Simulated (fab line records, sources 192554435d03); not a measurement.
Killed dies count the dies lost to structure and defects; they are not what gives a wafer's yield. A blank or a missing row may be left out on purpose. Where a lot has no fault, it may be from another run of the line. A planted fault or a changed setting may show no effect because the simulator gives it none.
fab line records	flow n5Finfet
record: lots: 9	wafers: 26	lastDay: 21
route steps=1938 shown SD_EPI_P@304 BEOL_M4@1111 PASSIVATION@1936
lots with no fault: from the same line, run without faults
startH: hours from the record's first day to the start of the lot's first wafer shown	waitH: how many hours have passed since the lot's step before this one	" same as the row above	L1.1+2: a single row standing in for several wafers	- no value present, or no start provided	* or withheld: withheld	< > ~ a bound
route shown NAME@n: names a module that has steps shown in the file, with the first one's number in the route	usual: mean and standard deviation over wafers with no fault	same: alike in all rows	chamber/n: place in a boat	sites: the reading at each site	_std_site: their standard deviation	_edge_site: inner sites' mean taken away from outer sites' mean	radiusMm: for every site, how far away it sits from the centre of the wafer	mask NAME#n: copy n	behind: the last tool/chamber to shape the wafer	hold: what put the lot on hold/how long, in hours/how the hold closed	device: which transistor (n, p or np) failed to switch	end of line: the route-end tests of the same wafers	step lacking rows: just its recipe	killed: dies lost to structure and defects at the first sort, not the wafer's yield	map: shows each die of a wafer: x if killed, . if not, _ if none is there
set.NAME: the setting that was run; set.NAME@STEP: the one run at that earlier step	model.NAME: the simulator's own value behind a step, which no gauge read
route steps across a sampled set of lots; one table per step, one row per wafer
services: when a tool's chamber went out of use (startH, in hours from the record's first day, below 0 if earlier), for how many hours, and the reason
== steps ==
step: N5_SD_EPI_P_OVL_MEAS_10
recipe: pointsPerWafer: 44
usual: SD_P_BLK_OVL: 0.2/0.92
same: pointsPerWafer: 44
lot.wafer	tool	chamber	startH	waitH	SD_P_BLK_OVL[nm]
L680.1	overlay-02	0	58.77	0.0	1.7
L680.4	"	0	"	"	1.3
L680.5	"	0	"	"	1.9
L683.1	overlay-02	0	78.54	0.0	-0.6
L683.4	"	0	"	"	-0.2
L683.6	"	0	"	"	0.5
L684.2	overlay-02	0	82.75	0.0	0.3
L684.3	"	0	"	"	0.7
L684.4	"	0	"	"	0.1
L686.1	overlay-01	0	101.01	0.0	1.5
L686.2	"	0	"	"	1.5
L686.6	"	0	"	"	0.4
L691.3	overlay-02	0	130.32	0.0	-0.6
L691.5	"	0	"	"	-0.7
L691.6	"	0	"	"	-0.1
L692.1	overlay-02	0	134.15	0.0	-0.2
L692.2	"	0	"	"	-1.0
L692.6	"	0	"	"	-0.1
L695.2	overlay-02	0	150.44	0.0	0.3
L695.6	"	0	"	"	-0.5
L700.1	overlay-02	0	184.27	0.0	-0.9
L700.3	"	0	"	"	-0.9
L700.6	"	0	"	"	-1.1
L702.2	overlay-02	0	194.19	0.0	0.5
L702.3	"	0	"	"	0.1
L702.6	"	0	"	"	-0.1
step: N5_SD_EPI_P_ETCH_47
recipe: chemistry: CH3F/O2	target: SiOCN	targetDepthA: 250	maskMaterial: SOC	ionEnergyEv: 60	biasW: 29	pressureMtorr: 30	sourceW: 410	Ar_flow_sccm: 150	CH3F_flow_sccm: 30	O2_flow_sccm: 20
usual: chamberPressureMTorr: 30.000/0.025	drypumpMotorCurrentA: 5.7/0.38	oes_ar_750_au: 0.76/0.065	oes_f_703_au: 0.76/0.067	oesProductAu: 0.75/0.065	rfVppV: 127/3.4	showerheadPlenumPTorr: 2.00/0.071	throttleValvePct: 16.4/0.32
lot.wafer	tool	chamber	startH	waitH	chamberPressureMTorr	drypumpMotorCurrentA	oes_ar_750_au	oes_f_703_au	oesProductAu	rfHoursCounterH	rfVppV	showerheadPlenumPTorr	throttleValvePct
L680.1	rieDiel-03	0	59.35	0.1	30.013	5.2	0.72	0.75	0.70	214	120	1.97	16.6
L680.4	"	3	"	"	29.988	6.5	0.80	0.79	0.78	100	129	2.04	16.3
L680.5	"	2	"	"	29.987	6.0	0.74	0.74	0.74	-	128	1.91	16.0
L683.1	rieDiel-06	2	79.12	0.1	29.994	5.8	0.77	0.77	0.75	140	128	2.10	16.0
L683.4	"	1	"	"	29.944	5.6	0.81	0.80	0.79	106	127	1.96	16.8
L683.6	"	0	"	"	29.970	5.7	0.70	0.68	0.70	-	130	1.98	16.4
L684.2	rieDiel-03	2	83.33	0.1	29.968	5.9	0.74	0.74	0.74	164	128	1.91	16.0
L684.3	"	3	"	"	30.027	6.5	0.80	0.78	0.78	103	131	2.04	16.3
L684.4	"	0	"	"	30.033	5.2	0.71	0.74	0.69	217	118	1.97	16.7
L686.1	rieDiel-06	3	101.88	0.1	29.999	5.4	0.69	0.68	0.70	231	129	1.90	16.9
L686.2	"	0	"	"	30.008	5.7	0.70	0.69	0.70	239	132	1.98	16.4
L686.6	"	3	"	"	30.027	5.4	0.69	0.68	0.69	-	130	1.90	16.9
L691.3	rieDiel-03	3	130.89	0.1	30.002	6.5	0.79	0.78	0.77	112	131	2.04	16.4
L691.5	"	3	"	"	29.989	6.5	0.79	0.78	0.77	-	130	2.04	16.4
L691.6	"	2	"	"	29.994	6.0	0.73	0.74	0.74	-	125	1.91	16.0
L692.1	rieDiel-03	1	134.73	0.1	30.006	5.9	0.75	0.77	0.75	198	128	2.06	16.3
L692.2	"	3	"	"	30.010	6.5	0.79	0.78	0.77	113	129	2.04	16.4
L692.6	"	3	"	"	30.000	6.5	0.79	0.78	0.77	-	128	2.04	16.4
L695.2	rieDiel-06	3	151.01	0.1	30.012	5.4	0.68	0.67	0.69	242	130	1.90	16.9
L695.6	"	1	"	"	30.023	5.6	0.79	0.78	0.80	-	125	1.96	16.9
L700.1	rieDiel-06	0	184.84	0.1	30.023	5.7	0.98	0.95	1.00	4	131	1.98	15.9
L700.3	"	2	"	"	29.993	5.8	0.75	0.75	0.71	168	126	2.09	16.0
L700.6	"	2	"	"	29.942	5.8	0.75	0.75	0.72	-	126	2.09	16.0
L702.2	rieDiel-02	3	194.77	0.1	29.981	5.4	0.86	0.87	0.86	40	129	2.12	16.0
L702.3	"	1	"	"	30.009	4.8	0.79	0.79	0.76	158	125	2.03	16.7
L702.6	"	3	"	"	29.983	5.4	0.86	0.87	0.86	-	126	2.12	16.0
step: N5_SD_EPI_P_ETCH_16
recipe: chemistry: CHF3/O2	target: SiO2	targetDepthA: 50	maskMaterial: SOC	pressureMtorr: 30	sourceW: 650	biasW: 170	Ar_flow_sccm: 200	CHF3_flow_sccm: 50	O2_flow_sccm: 5	ionEnergyEv: 200
usual: chamberPressureMTorr: 30.000/0.027	drypumpMotorCurrentA: 5.7/0.38	oes_ar_750_au: 0.76/0.064	oes_f_703_au: 0.76/0.065	oesProductAu: 0.75/0.064	rfVppV: 523/14	showerheadPlenumPTorr: 2.41/0.084	throttleValvePct: 19.0/0.34
lot.wafer	tool	chamber	startH	waitH	chamberPressureMTorr	drypumpMotorCurrentA	oes_ar_750_au	oes_f_703_au	oesProductAu	rfHoursCounterH	rfVppV	showerheadPlenumPTorr	throttleValvePct
L680.1	rieDiel-03	0	59.45	0.1	30.016	5.2	0.72	0.73	0.69	214	489	2.38	19.2
L680.4	"	3	"	"	30.036	6.4	0.80	0.79	0.78	100	529	2.46	18.9
L680.5	"	2	"	"	29.987	6.0	0.75	0.75	0.74	-	522	2.30	18.5
L683.1	rieDiel-06	2	79.22	0.1	30.017	5.8	0.77	0.77	0.75	140	522	2.53	18.5
L683.4	"	1	"	"	30.001	5.6	0.81	0.79	0.80	106	521	2.36	19.4
L683.6	"	0	"	"	29.943	5.7	0.70	0.70	0.70	-	538	2.38	18.9
L684.2	rieDiel-03	2	83.43	0.1	30.007	6.0	0.74	0.75	0.74	164	524	2.30	18.5
L684.3	"	3	"	"	29.967	6.5	0.79	0.78	0.78	103	530	2.46	18.9
L684.4	"	0	"	"	29.987	5.2	0.72	0.73	0.69	217	488	2.38	19.2
L686.1	rieDiel-06	3	101.98	0.1	30.005	5.4	0.70	0.68	0.68	231	537	2.29	19.4
L686.2	"	0	"	"	30.014	5.7	0.70	0.70	0.70	239	538	2.38	18.9
L686.6	"	3	"	"	30.042	5.4	0.69	0.67	0.69	-	538	2.29	19.4
L691.3	rieDiel-03	3	130.99	0.1	29.987	6.4	0.78	0.77	0.78	112	529	2.45	18.9
L691.5	"	3	"	"	30.020	6.5	0.78	0.78	0.77	-	528	2.45	18.9
L691.6	"	2	"	"	29.969	6.0	0.74	0.74	0.74	-	522	2.29	18.5
L692.1	rieDiel-03	1	134.83	0.1	29.988	5.9	0.74	0.76	0.74	198	531	2.49	18.9
L692.2	"	3	"	"	30.014	6.5	0.78	0.78	0.77	113	529	2.45	18.9
L692.6	"	3	"	"	29.975	6.5	0.79	0.77	0.77	-	529	2.45	18.9
L695.2	rieDiel-06	3	151.11	0.1	30.019	5.4	0.68	0.68	0.68	242	536	2.29	19.4
L695.6	"	1	"	"	29.973	5.7	0.79	0.78	0.80	-	520	2.36	19.5
L700.1	rieDiel-06	0	184.94	0.1	29.996	5.7	0.98	0.96	0.99	4	538	2.38	18.4
L700.3	"	2	"	"	29.977	5.8	0.75	0.74	0.73	169	521	2.51	18.6
L700.6	"	2	"	"	30.012	5.8	0.75	0.75	0.73	-	521	2.51	18.6
L702.2	rieDiel-02	3	194.87	0.1	30.039	5.4	0.87	0.88	0.86	40	525	2.55	18.5
L702.3	"	1	"	"	30.044	4.8	0.79	0.80	0.76	158	513	2.44	19.3
L702.6	"	3	"	"	29.966	5.4	0.86	0.89	0.86	-	526	2.55	18.5
step: N5_SD_EPI_P_SD_RECESS_17
recipe: chemistry: HBr/Cl2/O2	targetDepthA: 391	btTimeS: 3	pressureMtorr: 10	icpW: 800	biasW: 112	HBr_flow_sccm: 150	Cl2_flow_sccm: 80	O2_flow_sccm: 12
usual: chamberPressureMTorr: 10.000/0.0088	drypumpMotorCurrentA: 5.9/0.37	oesProductAu: 0.996/0.015	throttleValvePct: 36.8/0.45
lot.wafer	tool	chamber	startH	waitH	chamberPressureMTorr	drypumpMotorCurrentA	oesProductAu	rfHoursCounterH	throttleValvePct
L680.1	rieSi-06	1	59.52	0.0	10.000	6.0	0.991	3	36.6
L680.4	"	0	"	"	10.005	6.1	0.992	-	36.8
L680.5	"	1	"	"	9.999	6.0	0.979	-	36.6
L683.1	rieSi-05	2	79.29	0.0	10.009	5.1	0.989	131	37.8
L683.4	"	1	"	"	10.005	5.7	1.012	13	36.5
L683.6	"	2	"	"	10.001	5.1	0.983	-	37.8
L684.2	rieSi-06	2	83.50	0.0	9.997	6.1	0.976	7	36.4
L684.3	"	1	"	"	10.008	6.1	0.975	4	36.5
L684.4	"	0	"	"	10.007	6.1	0.999	177	36.8
L686.1	rieSi-06	1	102.05	0.0	10.009	6.0	0.986	4	36.6
L686.2	"	3	"	"	9.994	5.7	0.994	185	36.9
L686.6	"	1	"	"	9.994	6.0	0.983	-	36.6
L691.3	rieSi-06	1	131.06	0.0	9.999	6.0	0.985	4	36.6
L691.5	"	2	"	"	9.995	6.1	0.979	-	36.4
L691.6	"	1	"	"	9.990	6.0	0.977	-	36.6
L692.1	rieSi-06	0	134.90	0.0	10.003	6.1	0.993	177	36.8
L692.2	"	2	"	"	9.979	6.1	0.977	8	36.4
L692.6	"	1	"	"	10.013	6.0	0.977	-	36.6
L695.2	rieSi-04	3	151.18	0.0	9.990	6.2	1.014	99	36.3
L695.6	"	2	"	"	10.002	5.9	1.016	-	37.7
L700.1	rieSi-04	0	185.01	0.0	9.997	6.1	1.005	7	36.8
L700.3	"	3	"	"	9.999	6.2	1.013	99	36.3
L700.6	"	3	"	"	9.992	6.2	1.020	-	36.3
L702.2	rieSi-06	3	194.94	0.0	10.006	5.8	0.985	187	36.9
L702.3	"	0	"	"	9.987	6.1	0.989	179	36.8
L702.6	"	1	"	"	9.995	6.0	0.981	-	36.6
step: N5_SD_EPI_P_INSPECT_26
recipe: inspectInstrument: darkfield	mode: postEpi
usual: rawDefectCount: 177/42
lot.wafer	tool	chamber	startH	waitH	rawDefectCount
L680.1	defectInspect-02	-	62.55	0.0	136
L680.4	"	-	"	"	236
L680.5	"	-	"	"	131
L683.1	defectInspect-01	-	82.32	0.0	191
L683.4	"	-	"	"	212
L683.6	"	-	"	"	197
L684.2	defectInspect-02	-	86.53	0.0	152
L684.3	"	-	"	"	135
L684.4	"	-	"	"	152
L686.1	defectInspect-01	-	105.08	0.0	169
L686.2	"	-	"	"	158
L686.6	"	-	"	"	180
L691.3	defectInspect-02	-	134.93	0.0	1501
L691.5	"	-	"	"	1599
L691.6	"	-	"	"	1534
L692.1	defectInspect-01	-	137.94	0.0	1509
L692.2	"	-	"	"	1649
L692.6	"	-	"	"	1623
L695.2	defectInspect-01	-	154.24	0.0	194
L695.6	"	-	"	"	154
L700.1	defectInspect-01	-	188.04	0.0	158
L700.3	"	-	"	"	184
L700.6	"	-	"	"	222
L702.2	defectInspect-01	-	197.97	0.0	286
L702.3	"	-	"	"	203
L702.6	"	-	"	"	175
step: N5_BEOL_M4_RC_MEAS_101
usual: DIBL_N: 37.7/2	DIBL_P: 37.7/2.3	IOFF_N: 0.18/0.039	IOFF_P: 0.23/0.042	ION_N: 681/12	ION_P: 463/8	SS_N: 71.9/0.68	SS_P: 73.6/0.71	VT_N: 248/3.2	VT_P: -249/3.1
lot.wafer	tool	chamber	startH	waitH	DIBL_N[mV/V]	DIBL_P[mV/V]	IOFF_N[nA/um]	IOFF_P[nA/um]	ION_N[uA/um]	ION_P[uA/um]	SS_N[mV/dec]	SS_P[mV/dec]	VT_N[mV]	VT_P[mV]
L680.1	prober-01	0	273.92	0.0	36.0	33.5	0.15	0.17	683	459	71.5	73.2	248	-252
L680.4	"	0	"	"	41.0	39.8	0.31	0.28	702	465	72.3	74.6	239	-246
L680.5	"	0	"	"	37.1	35.3	0.17	0.20	672	459	71.9	73.7	247	-250
L683.1	prober-01	0	278.27	0.0	36.2	35.5	0.13	0.16	658	441	72.6	73.6	254	-256
L683.4	"	0	"	"	37.5	38.0	0.16	0.20	679	457	72.2	72.6	251	-254
L683.6	"	0	"	"	41.2	40.8	0.24	0.24	677	452	72.4	74.0	245	-250
L684.2	prober-02	0	281.51	0.2	36.9	37.8	0.16	0.22	654	455	71.3	74.1	252	-251
L684.3	"	0	"	"	40.1	40.5	0.25	0.27	685	462	73.1	74.9	244	-249
L684.4	"	0	"	"	35.0	34.6	0.14	0.18	679	455	71.2	73.2	250	-253
L686.1	prober-01	0	298.57	0.0	40.2	40.8	0.22	0.27	673	456	72.8	74.5	246	-248
L686.2	"	0	"	"	39.1	39.3	0.21	0.24	687	465	72.5	73.8	247	-248
L686.6	"	0	"	"	38.9	38.2	0.19	0.22	662	449	71.9	73.5	251	-251
L691.3	prober-02	0	327.06	0.3	40.5	39.8	0.25	0.26	689	464	72.8	74.4	242	-247
L691.5	"	0	"	"	34.8	32.8	0.13	0.16	669	452	70.7	72.4	250	-253
L691.6	"	0	"	"	39.7	38.2	0.21	0.23	681	462	72.7	73.4	246	-252
L692.1	prober-01	0	353.43	0.0	34.6	35.0	0.14	0.19	668	461	70.6	73.0	249	-250
L692.2	"	0	"	"	36.4	37.2	0.16	0.22	673	461	71.1	73.6	251	-251
L692.6	"	0	"	"	39.1	40.1	0.21	0.27	685	458	72.7	73.4	247	-248
L695.2	prober-02	0	358.24	0.2	37.4	38.8	0.16	0.23	663	454	71.4	74.0	254	-251
L695.6	"	0	"	"	36.1	37.4	0.15	0.20	674	456	71.9	73.9	252	-252
L700.1	prober-02	0	385.87	0.0	38.5	36.9	0.20	0.21	681	464	72.8	73.6	247	-249
L700.3	"	0	"	"	35.3	35.0	0.15	0.19	682	464	71.3	73.6	248	-249
L700.6	"	0	"	"	36.5	36.6	0.15	0.20	671	457	71.7	73.2	251	-249
L702.2	prober-02	0	402.43	0.2	36.5	36.5	0.16	0.26	662	460	71.5	73.6	250	-245
L702.3	"	0	"	"	33.3	31.9	0.12	0.17	680	463	70.8	73.0	248	-251
L702.6	"	0	"	"	36.9	37.3	0.19	0.26	686	475	72.2	74.0	248	-246
step: N5_PASSIVATION_PROBE_49
usual: defectLimitedYield: 91.1/1.4	killed_at_M0_to_M3: 34/9.6	killed_at_M4_up: 15/5.3	killedAtContacts: 12/6.1	killedAtFrontEnd: 40/11	killedAtOther: 3.5/2.8	killedDies: 105/17	killedOnRim: 14/4.3	killedOpen: 70/12	killedShort: 34/7.7	sort_bin_4_leakage: 0.01/0.07	sort_bin_5_function: 5.2/0.97	sort_bin_6_memory: 3.4/0.62	sort_bin_8_speed: 0.00/0.023	sortNPass: 1075/17	sortYieldPct: 91.1/1.4
same: grossDies: 1180	killedAtBackSide: 0
lot.wafer	tool	chamber	startH	waitH	defectLimitedYield[%]	killed_at_M0_to_M3	killed_at_M4_up	killedAtContacts	killedAtFrontEnd	killedAtOther	killedDies	killedOnRim	killedOpen	killedShort	sort_bin_4_leakage[%]	sort_bin_5_function[%]	sort_bin_6_memory[%]	sort_bin_8_speed[%]	sortNPass	sortYieldPct[%]
L684.2	prober-01	-	403.44	0.1	91.6	28	13	21	36	1	99	13	65	34	0	4.9	3.1	0	1081	91.6
L684.3	prober-01	-	403.49	0.1	89.5	38	18	13	53	2	124	15	83	41	0.08	5.9	4.0	0	1055	89.4
L684.4	prober-01	-	403.54	0.2	91.6	41	11	11	36	0	99	11	60	39	0	4.8	3.1	0	1081	91.6
L691.3	prober-01	-	433.54	0.1	83.5	28	19	20	123	5	195	29	68	29	0	9.2	3.5	0	985	83.5
L691.5	prober-01	-	433.64	0.2	83.0	42	11	11	135	2	201	26	69	31	0	10.7	3.4	0	979	83.0
L691.6	prober-01	-	433.69	0.3	81.5	29	18	18	153	0	218	29	56	23	0	10.4	4.1	0	962	81.5
L692.1	prober-01	-	454.47	0.3	77.2	44	15	25	185	0	269	15	84	27	0	13.6	5.1	0	911	77.2
L692.2	prober-01	-	454.52	0.3	81.4	38	15	18	149	0	220	36	83	33	0	10.8	4.0	0	960	81.4
L692.6	prober-01	-	454.72	0.5	82.1	41	15	19	133	3	211	30	72	34	0	9.6	4.5	0	969	82.1
killed by level:class
L684.2 MOL_CONTACT_COAG:geometricParticle:open=16 FIN_SAQP:geometricParticle:open=10 FIN_SAQP:geometricParticle:short=9 BEOL_M1:geometricParticle:open=6 BEOL_M2:geometricParticle:open=6 BEOL_M4:geometricParticle:open=6 MOL_CONTACT_COAG:geometricParticle:short=5 BEOL_M3:geometricParticle:short=5
L684.3 FIN_SAQP:geometricParticle:open=16 BEOL_M0_SAQP:geometricParticle:short=11 MOL_CONTACT_COAG:geometricParticle:open=10 BEOL_M0_SAQP:geometricParticle:open=9 BEOL_M4:geometricParticle:open=9 FIN_SAQP:geometricParticle:short=8 STI_FIN_REVEAL:geometricParticle:open=7 BEOL_M1:geometricParticle:open=5
L684.4 FIN_SAQP:geometricParticle:open=15 BEOL_M0_SAQP:geometricParticle:short=12 MOL_CONTACT_COAG:geometricParticle:open=9 FIN_SAQP:geometricParticle:short=8 BEOL_M3:geometricParticle:open=8 BEOL_M0_SAQP:geometricParticle:open=6 BEOL_M4:geometricParticle:open=6 BEOL_M1:geometricParticle:open=4
L691.3 SD_EPI_P:unspecified=97 MOL_CONTACT_COAG:geometricParticle:open=15 STI_FIN_REVEAL:geometricParticle:open=13 BEOL_M4:geometricParticle:open=11 BEOL_M3:geometricParticle:open=9 BEOL_M0_SAQP:geometricParticle:short=7 MOL_CONTACT_COAG:geometricParticle:short=5 BEOL_M2:geometricParticle:open=5
L691.5 SD_EPI_P:unspecified=101 BEOL_M3:geometricParticle:open=17 BEOL_M2:geometricParticle:open=10 GATE_CUT:geometricParticle:short=8 MOL_CONTACT_COAG:geometricParticle:open=8 GATE_CUT:geometricParticle:open=6 STI_FIN_REVEAL:geometricParticle:open=5 ILD0:geometricParticle:short=5
L691.6 SD_EPI_P:unspecified=139 MOL_CONTACT_COAG:geometricParticle:open=12 BEOL_M3:geometricParticle:open=10 BEOL_M4:geometricParticle:open=8 BEOL_M2:geometricParticle:open=7 MOL_CONTACT_COAG:geometricParticle:short=6 STI_FIN_REVEAL:geometricParticle:open=4 BEOL_M1:geometricParticle:open=4
L692.1 SD_EPI_P:unspecified=158 MOL_CONTACT_COAG:geometricParticle:open=21 STI_FIN_REVEAL:geometricParticle:open=9 BEOL_M1:geometricParticle:open=8 BEOL_M0:geometricParticle:open=7 BEOL_M4:geometricParticle:open=7 BEOL_M0_SAQP:geometricParticle:short=6 BEOL_M2:geometricParticle:open=6
L692.2 SD_EPI_P:unspecified=104 MOL_CONTACT_COAG:geometricParticle:open=15 DUMMY_GATE:geometricParticle:open=12 BEOL_M4:geometricParticle:open=10 BEOL_M1:geometricParticle:open=8 BEOL_M0_SAQP:geometricParticle:open=8 BEOL_M2:geometricParticle:open=6 FIN_SAQP:geometricParticle:open=5
L692.6 SD_EPI_P:unspecified=105 MOL_CONTACT_COAG:geometricParticle:open=18 BEOL_M2:geometricParticle:open=12 FIN_SAQP:geometricParticle:short=9 BEOL_M1:geometricParticle:open=9 BEOL_M4:geometricParticle:open=7 BEOL_M0_SAQP:geometricParticle:short=5 BEOL_M3:geometricParticle:open=5
== services ==
tool	chamber	startH	hours	kind
rieDiel-06	2	43.11	2.8	repair
rieDiel-02	-	48.24	1.3	repair
rieSi-06	2	54.70	7.7	repair
rieSi-04	3	56.76	5.6	repair
rieDiel-02	1	82.56	4.2	repair
rieDiel-06	-	82.88	0.7	repair
rieSi-04	2	100.54	8.3	repair
rieDiel-03	2	118.77	6.3	repair
rieDiel-06	0	152.53	-	clean
rieDiel-06	0	152.53	-	consumableReplace:focusRing
rieDiel-06	0	152.53	21.1	scheduledDown
rieDiel-06	0	152.53	21.1	ventCycle
rieDiel-06	3	179.10	4.1	repair
rieDiel-06	3	183.24	-	clean
rieDiel-06	3	183.24	-	consumableReplace:focusRing
rieDiel-06	3	183.24	-	consumableReplace:showerhead
rieDiel-06	3	183.24	21.2	scheduledDown
rieDiel-06	3	183.24	21.2	ventCycle
rieSi-06	-	189.29	0.8	repair
== key ==
firstSign: step: N5_SD_EPI_P_INSPECT_26	reading: rawDefectCount	direction: up	sigmas: 33	usual: 177	struck: 1569
effect: step: N5_PASSIVATION_PROBE_49	reading: killedAtFrontEnd	direction: up	sigmas: 9.9	usual: 40	struck: 146
moreKillsBornAt: N5_SD_EPI_P_ETCH_47@rieDiel-03: 704
metAt N5_SD_EPI_P_ETCH_47
struckLots L691,L692
notActingAt N5_SD_EPI_P_OVL_MEAS_10,N5_SD_EPI_P_ETCH_16,N5_SD_EPI_P_SD_RECESS_17
onsetBetween 83.33 130.89
fault: kind: chamberParticleSource	tool: rieDiel-03	chamber: -	onsetH: 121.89	steps: N5_SD_EPI_P_ETCH_47	ratePerVisitCm2: 2.1646	endH: 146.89
